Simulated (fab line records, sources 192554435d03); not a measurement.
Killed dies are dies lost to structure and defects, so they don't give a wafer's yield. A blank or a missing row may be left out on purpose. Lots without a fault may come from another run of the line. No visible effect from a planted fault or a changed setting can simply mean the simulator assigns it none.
fab line records + flow n5Finfet
record:
- lots: 7
- wafers: 21
- lastDay: 16
route steps=1938 shown BEOL_M14@1767 BEOL_M15@1773
lots untouched by any fault: they come from a run of this same line in which no faults occurred
startH: start of the lot's first displayed wafer, in hours after the record's first day + waitH: hours elapsed since this lot's preceding step + " as in the row above + L1.1+2: one row covering several wafers at once + - no value present, or no start provided + * or withheld: withheld + < > ~ a bound
route shown NAME@n: NAME is a module with steps in the file, n the number in the route of the first one + usual: mean and standard deviation over wafers with no fault + same: alike in all rows + chamber/n: place in a boat + sites: readings site by site + _std_site: their standard deviation + _edge_site: the outer-site mean with the inner-site mean subtracted + radiusMm: how far each site lies from the wafer's centre + mask NAME#n: copy n + behind: the most recent tool/chamber to have shaped the wafer + hold: reason for holding the lot/hours on hold/outcome of the hold + device: the transistor (n, p or np) that didn't switch + end of line: tests run on the same wafers once the route is complete + where a step has no rows: the recipe by itself + killed: the dies lost at the first sort to structure and to defects; this is not the yield of the wafer + map: dies across one wafer; x = killed, . = not, _ = none there
set.NAME: setting as actually run; set.NAME@STEP: the setting as run at that earlier step + model.NAME: the simulator's own value behind a step, which no gauge read
lots at selected steps of the route; one table per step, one row per wafer
services: from which hour (startH, from the record's first day; less than 0 if before it) a tool's chamber was out of use, for how many hours, and why
== steps ==
step: N5_BEOL_M14_CMP_49
recipe:
- stopOn: SiO2
- tOverpolishS: 5.2
- downForcePsi: 2
- platenRpm: 80
- clearingPlatenDownForcePsi: 2
- clearingPlatenRpm: 80
- postCmpClean: cuAlkaline
- targetThkNm: 560
- clearingPlatenPadVelocityMS: 1.5917
- padVelocityMS: 1.5917
usual:
- barrierFieldEndpointS: 11.39/0.26
- motorCurrentA: 8.4/1.1
- overpolishRunS: 5.201/0.0098
- timeToEndpointS: 122/4.2
| lot.wafer | tool   | chamber | startH | waitH | barrierFieldEndpointS | motorCurrentA | overpolishRunS | timeToEndpointS |
|-----------|--------|---------|--------|-------|-----------------------|---------------|----------------|-----------------|
| L550.2    | cmp-04 | 3       | 245.48 | 0.3   | 11.17                 | 7.8           | 5.221          | 122             |
| L550.3    | "      | 0       | "      | "     | 11.29                 | 8.2           | 5.191          | 119             |
| L550.5    | "      | 2       | "      | "     | 11.09                 | 10.1          | 5.180          | 121             |
| L551.3    | cmp-04 | 2       | 246.54 | 0.2   | 11.38                 | 10.3          | 5.203          | 125             |
| L551.2    | "      | 1       | "      | "     | 11.38                 | 10.0          | 5.200          | 126             |
| L551.5    | "      | 3       | "      | "     | 11.58                 | 7.3           | 5.192          | 130             |
| L555.2    | cmp-01 | 3       | 276.72 | 0.2   | 11.06                 | 7.8           | 5.204          | 115             |
| L555.1    | "      | 1       | "      | "     | 10.97                 | 6.9           | 5.196          | 118             |
| L555.6    | "      | 3       | "      | "     | 10.75                 | 8.3           | 5.205          | 114             |
| L556.4    | cmp-04 | 2       | 283.73 | 0.2   | 11.50                 | 9.9           | 5.203          | 126             |
| L556.1    | "      | 0       | "      | "     | 11.59                 | 7.9           | 5.196          | 123             |
| L556.5    | "      | 1       | "      | "     | 11.87                 | 9.8           | 5.199          | 126             |
| L559.3    | cmp-02 | 0       | 284.51 | 0.2   | 11.07                 | 9.0           | 5.192          | 116             |
| L559.4    | "      | 2       | "      | "     | 10.53                 | 8.3           | 5.211          | 109             |
| L559.2    | "      | 3       | "      | "     | 11.32                 | 9.4           | 5.215          | 120             |
| L561.1    | cmp-01 | 0       | 323.21 | 0.3   | 11.63                 | 7.4           | 5.210          | 126             |
| L561.2    | "      | 1       | "      | "     | 11.38                 | 7.0           | 5.218          | 124             |
| L561.6    | "      | 0       | "      | "     | 11.47                 | 7.3           | 5.198          | 123             |
| L566.3    | cmp-01 | 0       | 348.07 | 0.2   | 11.40                 | 7.1           | 5.217          | 124             |
| L566.2    | "      | 2       | "      | "     | 11.50                 | 8.0           | 5.213          | 124             |
| L566.6    | "      | 0       | "      | "     | 11.23                 | 7.3           | 5.183          | 122             |
step: N5_BEOL_M14_THK_MEAS_50
recipe:
- thkMeasGauge: xrf
- reads: Cu_of_BEOL_M14_ECD_47
usual:
- M14_THK: 555/15
| lot.wafer | tool         | chamber | startH | waitH | M14_THK[nm] |
|-----------|--------------|---------|--------|-------|-------------|
| L550.2    | filmMetro-01 | -       | 245.70 | -     | 577         |
| L550.3    | "            | -       | "      | "     | 572         |
| L550.5    | "            | -       | "      | "     | 585         |
| L551.2    | filmMetro-02 | -       | 246.84 | -     | 529         |
| L551.3    | "            | -       | "      | "     | 537         |
| L551.5    | "            | -       | "      | "     | 565         |
| L555.1    | filmMetro-02 | -       | 276.98 | -     | 573         |
| L555.2    | "            | -       | "      | "     | 561         |
| L555.6    | "            | -       | "      | "     | 559         |
| L556.1    | filmMetro-02 | -       | 283.99 | -     | 574         |
| L556.4    | "            | -       | "      | "     | 563         |
| L556.5    | "            | -       | "      | "     | 573         |
| L559.2    | filmMetro-01 | -       | 284.80 | -     | 563         |
| L559.3    | "            | -       | "      | "     | 559         |
| L559.4    | "            | -       | "      | "     | 551         |
| L561.1    | filmMetro-01 | -       | 323.47 | -     | 546         |
| L561.2    | "            | -       | "      | "     | 552         |
| L561.6    | "            | -       | "      | "     | 556         |
| L566.2    | filmMetro-01 | -       | 348.33 | -     | 573         |
| L566.3    | "            | -       | "      | "     | 549         |
| L566.6    | "            | -       | "      | "     | 550         |
step: N5_BEOL_M14_PRE_CLEAN_52
recipe:
- gas: NH3
- timeS: 15
- tempC: withheld
- rfPowerW: 300
step: N5_BEOL_M14_DEP_53
recipe:
- material: SiCN
- targetThkA: 500
- tempC: withheld
- precursor: 3MS/NH3
- pressureTorr: 3
- rfW: 675
- timeS: 17.8
usual:
- rfFwdPowerW: 667.6/2.6
- showerheadPlenumPTorr: 4.150/0.015
- throttleValvePct: 17.8/0.61
| lot.wafer | tool     | chamber | startH | waitH | rfFwdPowerW | showerheadPlenumPTorr | throttleValvePct |
|-----------|----------|---------|--------|-------|-------------|-----------------------|------------------|
| L550.2    | pecvd-03 | 0       | 245.76 | 0.0   | 670.6       | 4.153                 | 17.8             |
| L550.3    | "        | 1       | "      | "     | 666.6       | 4.161                 | 18.4             |
| L550.5    | "        | 0       | "      | "     | 670.3       | 4.144                 | 18.0             |
| L551.2    | pecvd-03 | 1       | 246.90 | 0.0   | 669.7       | 4.168                 | 18.2             |
| L551.3    | "        | 0       | "      | "     | 668.3       | 4.154                 | 17.5             |
| L551.5    | "        | 2       | "      | "     | 669.7       | 4.120                 | 16.7             |
| L555.1    | pecvd-03 | 0       | 277.04 | 0.0   | 670.2       | 4.141                 | 17.8             |
| L555.2    | "        | 1       | "      | "     | 668.7       | 4.155                 | 18.1             |
| L555.6    | "        | 1       | "      | "     | 666.9       | 4.166                 | 18.1             |
| L556.1    | pecvd-01 | 1       | 284.07 | 0.0   | 665.5       | 4.127                 | 18.8             |
| L556.4    | "        | 2       | "      | "     | 665.1       | 4.164                 | 17.9             |
| L556.5    | "        | 1       | "      | "     | 665.4       | 4.140                 | 18.9             |
| L559.2    | pecvd-02 | 0       | 284.86 | 0.0   | 673.9       | 4.150                 | 17.1             |
| L559.3    | "        | 2       | "      | "     | 666.4       | 4.150                 | 17.0             |
| L559.4    | "        | 0       | "      | "     | 672.0       | 4.165                 | 17.7             |
| L561.1    | pecvd-03 | 1       | 323.53 | 0.0   | 671.0       | 4.162                 | 18.3             |
| L561.2    | "        | 2       | "      | "     | 669.2       | 4.121                 | 16.7             |
| L561.6    | "        | 2       | "      | "     | 668.5       | 4.126                 | 16.8             |
| L566.2    | pecvd-03 | 1       | 348.39 | 0.0   | 666.6       | 4.159                 | 18.2             |
| L566.3    | "        | 0       | "      | "     | 668.2       | 4.139                 | 17.8             |
| L566.6    | "        | 0       | "      | "     | 666.9       | 4.132                 | 18.1             |
step: N5_BEOL_M14_RS_MEAS_54
recipe:
- thkMeasGauge: four-point-probe
- reads: Cu_of_BEOL_M14_ECD_47+Ta_of_BEOL_M14_SPUTTER_44+TaN_of_BEOL_M14_SPUTTER_43
usual:
- M14_RS: 0.0333/0.00092
| lot.wafer | tool         | chamber | startH | waitH | M14_RS[ohm/sq] |
|-----------|--------------|---------|--------|-------|----------------|
| L550.2    | filmMetro-01 | -       | 245.83 | 0.1   | 0.0317         |
| L550.3    | "            | -       | "      | "     | 0.0323         |
| L550.5    | "            | -       | "      | "     | 0.0314         |
| L551.2    | filmMetro-02 | -       | 246.97 | 0.1   | 0.0344         |
| L551.3    | "            | -       | "      | "     | 0.0337         |
| L551.5    | "            | -       | "      | "     | 0.0323         |
| L555.1    | filmMetro-01 | -       | 277.11 | 0.0   | 0.0320         |
| L555.2    | "            | -       | "      | "     | 0.0326         |
| L555.6    | "            | -       | "      | "     | 0.0327         |
| L556.1    | filmMetro-02 | -       | 284.15 | 0.1   | 0.0320         |
| L556.4    | "            | -       | "      | "     | 0.0327         |
| L556.5    | "            | -       | "      | "     | 0.0320         |
| L559.2    | filmMetro-01 | -       | 284.93 | 0.1   | 0.0328         |
| L559.3    | "            | -       | "      | "     | 0.0331         |
| L559.4    | "            | -       | "      | "     | 0.0335         |
| L561.1    | filmMetro-02 | -       | 323.61 | 0.1   | 0.0339         |
| L561.2    | "            | -       | "      | "     | 0.0336         |
| L561.6    | "            | -       | "      | "     | 0.0333         |
| L566.2    | filmMetro-02 | -       | 348.46 | 0.1   | 0.0323         |
| L566.3    | "            | -       | "      | "     | 0.0337         |
| L566.6    | "            | -       | "      | "     | 0.0336         |
step: N5_BEOL_M14_INSPECT_55
recipe:
- inspectInstrument: darkfield
- mode: postDep
usual:
- rawDefectCount: 78/23
| lot.wafer | tool             | chamber | startH | waitH | rawDefectCount |
|-----------|------------------|---------|--------|-------|----------------|
| L550.2    | defectInspect-02 | -       | 245.85 | 0.0   | 107            |
| L550.3    | "                | -       | "      | "     | 93             |
| L550.5    | "                | -       | "      | "     | 109            |
| L551.2    | defectInspect-01 | -       | 246.99 | 0.0   | 63             |
| L551.3    | "                | -       | "      | "     | 74             |
| L551.5    | "                | -       | "      | "     | 71             |
| L555.1    | defectInspect-02 | -       | 277.13 | 0.0   | 130            |
| L555.2    | "                | -       | "      | "     | 87             |
| L555.6    | "                | -       | "      | "     | 114            |
| L556.1    | defectInspect-01 | -       | 284.18 | 0.0   | 77             |
| L556.4    | "                | -       | "      | "     | 46             |
| L556.5    | "                | -       | "      | "     | 77             |
| L559.2    | defectInspect-02 | -       | 284.96 | 0.0   | 56             |
| L559.3    | "                | -       | "      | "     | 99             |
| L559.4    | "                | -       | "      | "     | 54             |
| L561.1    | defectInspect-01 | -       | 323.63 | 0.0   | 77             |
| L561.2    | "                | -       | "      | "     | 61             |
| L561.6    | "                | -       | "      | "     | 98             |
| L566.2    | defectInspect-02 | -       | 348.48 | 0.0   | 99             |
| L566.3    | "                | -       | "      | "     | 74             |
| L566.6    | "                | -       | "      | "     | 48             |
step: N5_BEOL_M15_ILD_DEP_00
recipe:
- material: SiO2
- targetThkA: 16293
- tempC: 400
- precursor: TEOS/O2
- pressureTorr: 6.5
- rfW: 900
- teosFlowSccm: 161.4
- gas: O2
- flowSccm: 2650
- timeS: 346.1
usual:
- heaterPowerOuterW: 306/73
- heaterPowerW: 538/91
- rfFwdPowerW: 897.8/2.7
- showerheadPlenumPTorr: 8.337/0.03
- throttleValvePct: 18.5/0.55
| lot.wafer | tool     | chamber | startH | waitH | heaterPowerOuterW | heaterPowerW | rfFwdPowerW | showerheadPlenumPTorr | throttleValvePct |
|-----------|----------|---------|--------|-------|-------------------|--------------|-------------|-----------------------|------------------|
| L550.2    | pecvd-02 | 2       | 245.89 | 0.0   | 313               | 605          | 896.7       | 8.338                 | 17.8             |
| L550.3    | "        | 1       | "      | "     | 383               | 593          | 897.0       | 8.359                 | 19.1             |
| L550.5    | "        | 2       | "      | "     | 222               | 459          | 902.1       | 8.324                 | 17.8             |
| L551.2    | pecvd-02 | 1       | 247.03 | 0.0   | 352               | 556          | 895.8       | 8.331                 | 19.2             |
| L551.3    | "        | 2       | "      | "     | 265               | 530          | 896.0       | 8.329                 | 17.8             |
| L551.5    | "        | 0       | "      | "     | 348               | 651          | 895.3       | 8.336                 | 17.5             |
| L555.1    | pecvd-01 | 1       | 277.17 | 0.0   | 367               | 664          | 899.6       | 8.295                 | 19.5             |
| L555.2    | "        | 2       | "      | "     | 306               | 513          | 900.2       | 8.344                 | 18.5             |
| L555.6    | "        | 1       | "      | "     | 374               | 655          | 901.9       | 8.303                 | 19.6             |
| L556.1    | pecvd-04 | 2       | 284.21 | 0.0   | 422               | 690          | 899.6       | 8.367                 | 17.9             |
| L556.4    | "        | 0       | "      | "     | 268               | 507          | 895.9       | 8.295                 | 18.5             |
| L556.5    | "        | 1       | "      | "     | 372               | 559          | 896.4       | 8.399                 | 18.1             |
| L559.2    | pecvd-04 | 0       | 284.99 | 0.0   | 271               | 525          | 898.2       | 8.304                 | 18.9             |
| L559.3    | "        | 2       | "      | "     | 425               | 695          | 900.0       | 8.347                 | 17.8             |
| L559.4    | "        | 2       | "      | "     | 342               | 558          | 897.4       | 8.370                 | 18.0             |
| L561.1    | pecvd-04 | 2       | 323.67 | 0.0   | 443               | 702          | 895.4       | 8.334                 | 18.2             |
| L561.2    | "        | 0       | "      | "     | 268               | 524          | 899.3       | 8.298                 | 19.1             |
| L561.6    | "        | 2       | "      | "     | 351               | 551          | 895.3       | 8.344                 | 18.0             |
| L566.2    | pecvd-04 | 1       | 348.52 | 0.0   | 363               | 538          | 896.9       | 8.390                 | 18.7             |
| L566.3    | "        | 2       | "      | "     | 357               | 582          | 898.5       | 8.339                 | 18.4             |
| L566.6    | "        | 2       | "      | "     | 436               | 699          | 899.3       | 8.361                 | 18.2             |
step: N5_BEOL_M15_THK_MEAS_01
recipe:
- reads: SiO2_of_BEOL_M15_ILD_DEP_00
usual:
- M15_ILD_THK: 1631/25
| lot.wafer | tool         | chamber | startH | waitH | M15_ILD_THK[nm] |
|-----------|--------------|---------|--------|-------|-----------------|
| L550.2    | filmMetro-02 | -       | 246.14 | 0.1   | 1624            |
| L550.3    | "            | -       | "      | "     | 1633            |
| L550.5    | "            | -       | "      | "     | 1669            |
| L551.2    | filmMetro-02 | -       | 247.28 | 0.1   | 1599            |
| L551.3    | "            | -       | "      | "     | 1626            |
| L551.5    | "            | -       | "      | "     | 1639            |
| L555.1    | filmMetro-01 | -       | 277.53 | 0.2   | 1585            |
| L555.2    | "            | -       | "      | "     | 1623            |
| L555.6    | "            | -       | "      | "     | 1596            |
| L556.1    | filmMetro-01 | -       | 284.46 | 0.1   | 1630            |
| L556.4    | "            | -       | "      | "     | 1645            |
| L556.5    | "            | -       | "      | "     | 1633            |
| L559.2    | filmMetro-01 | -       | 285.24 | 0.1   | 1646            |
| L559.3    | "            | -       | "      | "     | 1628            |
| L559.4    | "            | -       | "      | "     | 1661            |
| L561.1    | filmMetro-01 | -       | 323.92 | 0.1   | 1652            |
| L561.2    | "            | -       | "      | "     | 1635            |
| L561.6    | "            | -       | "      | "     | 1666            |
| L566.2    | filmMetro-01 | -       | 348.77 | 0.1   | 1595            |
| L566.3    | "            | -       | "      | "     | 1635            |
| L566.6    | "            | -       | "      | "     | 1678            |
step: N5_BEOL_M15_COAT_58
recipe:
- resist: BARC
- tempC: 205
- timeS: 60
- spinRpm: 1500
- resistThkNm: 89
step: N5_BEOL_M15_COAT_04
recipe:
- spinRpm: 1704
- resistThkNm: 800
step: N5_BEOL_M15_EBR_06
recipe:
- solvent: PGMEA
- ebrWidthMm: 1.5
step: N5_BEOL_M15_SOFTBAKE_05
recipe:
- tempC: 130
- timeS: 60
step: N5_BEOL_M15_EXPOSE_07
recipe:
- maskId: V14
- na: 0.8
- sourceShape: annular
- sigmaInner: 0.5
- sigmaOuter: 0.8
- polarization: unpolarized
- attpsmPhaseDeg: 180
- doseMj: 41.25
same:
- na: 0.8
- sigmaInner: 0.5
| lot.wafer  | tool          | chamber | startH | waitH | mask  | model.BEOL_M15.overlayXNm |
|------------|---------------|---------|--------|-------|-------|---------------------------|
| L550.2+3+5 | krfScanner-02 | 0       | 246.40 | -     | V14#0 | 3.6                       |
| L551.2+3+5 | krfScanner-01 | 0       | 247.54 | -     | V14#0 | -1                        |
| L555.1+2+6 | krfScanner-02 | 0       | 277.66 | -     | V14#0 | 37.6                      |
| L556.1+4+5 | krfScanner-02 | 0       | 284.72 | -     | V14#0 | 46.2                      |
| L559.2+3+4 | krfScanner-02 | 0       | 285.38 | -     | V14#0 | 40.8                      |
| L561.1+2+6 | krfScanner-01 | 0       | 324.18 | -     | V14#0 | -3.6                      |
| L566.2+3+6 | krfScanner-01 | 0       | 348.91 | -     | V14#0 | -2.6                      |
step: N5_BEOL_M15_PEB_08
recipe:
- pebTempC: 130
- pebTimeS: 90
step: N5_BEOL_M15_DEVELOP_09
recipe:
- developTimeS: 45
- rinseLiquid: diw
- dry: airSpin
- devTempC: 21
step: N5_BEOL_M15_HARDBAKE_14
recipe:
- tempC: 130
- timeS: 120
step: N5_BEOL_M15_CD_MEAS_10
recipe:
- targetCdNm: 360
- landingEnergyEv: 500
- detector: seInlens
- polarity: opening
usual:
- cdNm: 359.4/1.5
| lot.wafer | tool     | chamber | startH | waitH | cdNm  |
|-----------|----------|---------|--------|-------|-------|
| L550.2    | cdSem-01 | 0       | 246.57 | -     | 360.6 |
| L550.3    | "        | 0       | "      | "     | 361.1 |
| L550.5    | "        | 0       | "      | "     | 361.0 |
| L551.2    | cdSem-01 | 0       | 247.71 | -     | 358.2 |
| L551.3    | "        | 0       | "      | "     | 358.7 |
| L551.5    | "        | 0       | "      | "     | 358.7 |
| L555.1    | cdSem-02 | 0       | 277.83 | -     | 359.0 |
| L555.2    | "        | 0       | "      | "     | 361.3 |
| L555.6    | "        | 0       | "      | "     | 359.2 |
| L556.1    | cdSem-02 | 0       | 284.89 | -     | 357.3 |
| L556.4    | "        | 0       | "      | "     | 358.0 |
| L556.5    | "        | 0       | "      | "     | 359.4 |
| L559.2    | cdSem-02 | 0       | 285.55 | -     | 360.7 |
| L559.3    | "        | 0       | "      | "     | 362.2 |
| L559.4    | "        | 0       | "      | "     | 361.0 |
| L561.1    | cdSem-03 | 0       | 324.35 | -     | 358.8 |
| L561.2    | "        | 0       | "      | "     | 360.7 |
| L561.6    | "        | 0       | "      | "     | 357.9 |
| L566.2    | cdSem-03 | 0       | 349.07 | -     | 360.0 |
| L566.3    | "        | 0       | "      | "     | 358.6 |
| L566.6    | "        | 0       | "      | "     | 356.7 |
step: N5_BEOL_M15_OVL_MEAS_11
recipe:
- pointsPerWafer: 44
usual:
- V14_OVL: -1/4.4
| lot.wafer | tool       | chamber | startH | waitH | V14_OVL[nm] |
|-----------|------------|---------|--------|-------|-------------|
| L550.2    | overlay-01 | 0       | 246.60 | 0.0   | 0           |
| L550.3    | "          | 0       | "      | "     | 8           |
| L550.5    | "          | 0       | "      | "     | 6           |
| L551.2    | overlay-02 | 0       | 247.74 | 0.0   | 0           |
| L551.3    | "          | 0       | "      | "     | -3          |
| L551.5    | "          | 0       | "      | "     | -10         |
| L555.1    | overlay-02 | 0       | 277.86 | 0.0   | 38          |
| L555.2    | "          | 0       | "      | "     | 39          |
| L555.6    | "          | 0       | "      | "     | 37          |
| L556.1    | overlay-01 | 0       | 284.92 | 0.0   | 46          |
| L556.4    | "          | 0       | "      | "     | 43          |
| L556.5    | "          | 0       | "      | "     | 41          |
| L559.2    | overlay-02 | 0       | 285.58 | 0.0   | 41          |
| L559.3    | "          | 0       | "      | "     | 39          |
| L559.4    | "          | 0       | "      | "     | 35          |
| L561.1    | overlay-01 | 0       | 324.38 | 0.0   | -3          |
| L561.2    | "          | 0       | "      | "     | -1          |
| L561.6    | "          | 0       | "      | "     | -4          |
| L566.2    | overlay-01 | 0       | 349.10 | 0.0   | -6          |
| L566.3    | "          | 0       | "      | "     | -5          |
| L566.6    | "          | 0       | "      | "     | -3          |
step: N5_BEOL_M15_INSPECT_12
recipe:
- mode: adi
- inspectInstrument: macro
usual:
- rawDefectCount: 2.0/1.4
| lot.wafer | tool             | chamber | startH | waitH | rawDefectCount |
|-----------|------------------|---------|--------|-------|----------------|
| L550.2    | defectInspect-02 | -       | 246.62 | 0.0   | 1              |
| L550.3    | "                | -       | "      | "     | 3              |
| L550.5    | "                | -       | "      | "     | 3              |
| L551.2    | defectInspect-02 | -       | 247.76 | 0.0   | 0              |
| L551.3    | "                | -       | "      | "     | 3              |
| L551.5    | "                | -       | "      | "     | 2              |
| L555.1    | defectInspect-02 | -       | 277.88 | 0.0   | 1              |
| L555.2    | "                | -       | "      | "     | 2              |
| L555.6    | "                | -       | "      | "     | 2              |
| L556.1    | defectInspect-01 | -       | 284.95 | 0.0   | 2              |
| L556.4    | "                | -       | "      | "     | 1              |
| L556.5    | "                | -       | "      | "     | 3              |
| L559.2    | defectInspect-02 | -       | 285.60 | 0.0   | 3              |
| L559.3    | "                | -       | "      | "     | 2              |
| L559.4    | "                | -       | "      | "     | 3              |
| L561.1    | defectInspect-01 | -       | 324.40 | 0.0   | 1              |
| L561.2    | "                | -       | "      | "     | 3              |
| L561.6    | "                | -       | "      | "     | 3              |
| L566.2    | defectInspect-02 | -       | 349.13 | 0.0   | 2              |
| L566.3    | "                | -       | "      | "     | 2              |
| L566.6    | "                | -       | "      | "     | 1              |
== services ==
| tool          | chamber | startH | hours | kind                          |
|---------------|---------|--------|-------|-------------------------------|
| cmp-02        | -       | 224.03 | 4.0   | pm                            |
| cmp-02        | -       | 228.03 | -     | consumableReplace:conditioner |
| cmp-04        | -       | 233.49 | 3.8   | repair                        |
| cmp-02        | -       | 235.30 | 2.8   | repair                        |
| krfScanner-01 | -       | 243.69 | 0.8   | pm                            |
| pecvd-01      | -       | 246.76 | 2.8   | pm                            |
| krfScanner-01 | -       | 256.05 | 4.4   | pm                            |
| krfScanner-02 | -       | 260.60 | 1.0   | pm                            |
| pecvd-01      | 0       | 274.91 | 19.8  | repair                        |
| cmp-02        | -       | 286.37 | 0.2   | repair                        |
| cmp-04        | -       | 299.99 | 1.2   | repair                        |
| krfScanner-02 | -       | 302.70 | 1.5   | repair                        |
| krfScanner-01 | -       | 305.20 | 3.0   | repair                        |
| krfScanner-02 | -       | 308.47 | 0.8   | pm                            |
| pecvd-04      | 1       | 311.01 | 5.5   | scheduledDown                 |
| pecvd-03      | 1       | 312.99 | 7.4   | repair                        |
| krfScanner-02 | 0       | 315.05 | -     | calibration                   |
| pecvd-02      | -       | 316.90 | 14.6  | pm                            |
| pecvd-04      | -       | 324.94 | 0.9   | repair                        |
| krfScanner-01 | 0       | 328.70 | -     | calibration                   |
| krfScanner-02 | -       | 333.92 | 1.3   | pm                            |
| pecvd-01      | 0       | 335.00 | 5.5   | scheduledDown                 |
| pecvd-01      | -       | 339.16 | 6.0   | pm                            |
| krfScanner-01 | -       | 347.46 | 1.0   | pm                            |
== key ==
firstSign:
- step: N5_BEOL_M15_OVL_MEAS_11
- reading: V14_OVL
- direction: up
- sigmas: 9.4
- usual: -1
- struck: 40
effect none on later readings
modelEffect:
- step: N5_BEOL_M15_EXPOSE_07
- value: BEOL_M15.overlayXNm
- without: -0.8667
- struck: 41.53
metAt N5_BEOL_M15_EXPOSE_07
struckWafers L555.1,L555.2,L555.6,L556.1,L556.4,L556.5,L559.2,L559.3,L559.4
onsetBetween 246.40 277.66
earlierFault:
- kind: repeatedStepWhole
- tool: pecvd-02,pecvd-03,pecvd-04
- chamber: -
- onsetH: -
- steps: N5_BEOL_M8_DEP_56
- times: 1
- scope: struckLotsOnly
fault:
- kind: scannerMatchingOverlay
- tool: krfScanner-02
- chamber: -
- onsetH: 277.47
- steps: N5_BEOL_M15_EXPOSE_07
- offset: 42.428
